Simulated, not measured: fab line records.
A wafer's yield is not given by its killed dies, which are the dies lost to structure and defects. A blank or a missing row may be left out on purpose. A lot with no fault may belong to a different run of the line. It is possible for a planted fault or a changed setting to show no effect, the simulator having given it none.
Split-lot trial -- flow n5 finfet -- 7 lots, 21 wafers read, on a route of 1938 steps

== THE SPLIT ==
At N5_HKMG_FIN_ETCH_58 (etches SOC in N2/H2, target depth 215.8 nm, time 741 s), the setting source w was moved away from the recipe's 875 W on 8 of the 21 wafers read, by -9.0% to +12.0%. For the rest of the wafers, this setting stayed at what the recipe calls for.

The reading is taken at the split's own step.

== THE READING ==
etch.depth nm (the simulator's own value, which no gauge read), in nm, at N5_HKMG_FIN_ETCH_58 (etches SOC in N2/H2, target depth 215.8 nm, time 741 s). The file does not state a usual value for it. Here, 13 wafers ran the recipe; their average is 216.5 nm with a standard deviation of 4.8 nm.

wafer,"tool, chamber at the split","source w as run, W",against the recipe,"etch.depth nm, nm",against lot-mates on the recipe
L077.4,"rie diel-05, 2",875,recipe,227,-
L077.5,"rie diel-05, 2",979.4,+11.9%,251.1,+28.2
L077.6,"rie diel-05, 0",875,recipe,218.7,-
L082.3,"rie diel-01, 3",875,recipe,217.1,-
L082.4,"rie diel-01, 0",875,recipe,209.8,-
L082.5,"rie diel-01, 1",796.9,-8.9%,211,-2.4
L084.2,"rie diel-05, 2",875,recipe,224.3,-
L084.4,"rie diel-05, 3",875,recipe,218.3,-
L084.5,"rie diel-05, 0",875,recipe,216.3,-
L089.2,"rie diel-05, 2",980.4,+12.0%,249.1,+31.8
L089.4,"rie diel-05, 1",875,recipe,217.3,-
L089.6,"rie diel-05, 2",980.4,+12.0%,248.9,+31.6
L093.1,"rie diel-01, 3",795.9,-9.0%,197.8,-14.5
L093.2,"rie diel-01, 1",795.9,-9.0%,206,-6.3
L093.4,"rie diel-01, 2",875,recipe,212.3,-
L096.2,"rie diel-05, 3",875,recipe,216.6,-
L096.5,"rie diel-05, 3",939.7,+7.4%,231,+14.4
L096.6,"rie diel-05, 2",939.7,+7.4%,239.6,+23.0
L097.1,"rie diel-01, 3",875,recipe,213.6,-
L097.2,"rie diel-01, 2",875,recipe,212.2,-
L097.5,"rie diel-01, 2",875,recipe,211.2,-

FIT RESULTS
A straight line over all 21 wafers: etch.depth nm changes by +2.2 nm for each +1% of source w; r = +0.92; the points scatter about the line by 5.9 nm.
The same after taking each lot's own level away (the mean of its wafers on the recipe; 21 wafers): +1.94 nm for each +1%; r = +0.92; scatter 5.3 nm.
That fit puts the effect of the largest move of source w on the reading at 23 nm.
The lots' own levels span 212.30 to 222.85 nm, that is 2.2 times the standard deviation above.
So the lot-to-lot level changes the slope: the two fits differ.
Check: for one of the wafers moved furthest among these (+12.0%), held out of the fit, the line's prediction against its lot-mates is +24.7 nm. Against them it came out at +31.8 nm.

== FURTHER SPLITS ON THESE WAFERS ==
Other splits were also applied to these wafers ahead of the reading. Each is held against what the fit with the lots' levels taken away leaves over:
other split on the same wafers,wafers away from the commonest value,r with etch.depth nm (lot level and that fit taken away)
N5_SDB_COAT_05 spin rpm,6,-0.21
N5_HKMG_FIN_ETCH_55 bias w,4,+0.17

== THE WHOLE CHAIN: every reading that the file lists as answering this split, in the file's order ==
step,what it does,reading,change (the file's fit),r (the file's)
N5_HKMG_FIN_ETCH_58,"etches SOC in N2/H2, target depth 215.8 nm, time 741 s","HKMG_FIN.feature depth nm (the simulator's own value, which no gauge read)",+1.93 nm for each +1% of the setting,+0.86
N5_HKMG_FIN_ETCH_58,"etches SOC in N2/H2, target depth 215.8 nm, time 741 s","SOC_of_HKMG_FIN_COAT_41.thk nm (the simulator's own value, which no gauge read)",-1.93 nm for each +1% of the setting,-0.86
N5_HKMG_FIN_ETCH_58,"etches SOC in N2/H2, target depth 215.8 nm, time 741 s","etch.depth nm (the simulator's own value, which no gauge read)",+1.93 nm for each +1% of the setting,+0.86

== FILE'S OWN FIT ==
etch.depth nm changes by +1.93 nm for each +1% of source w, r = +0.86.
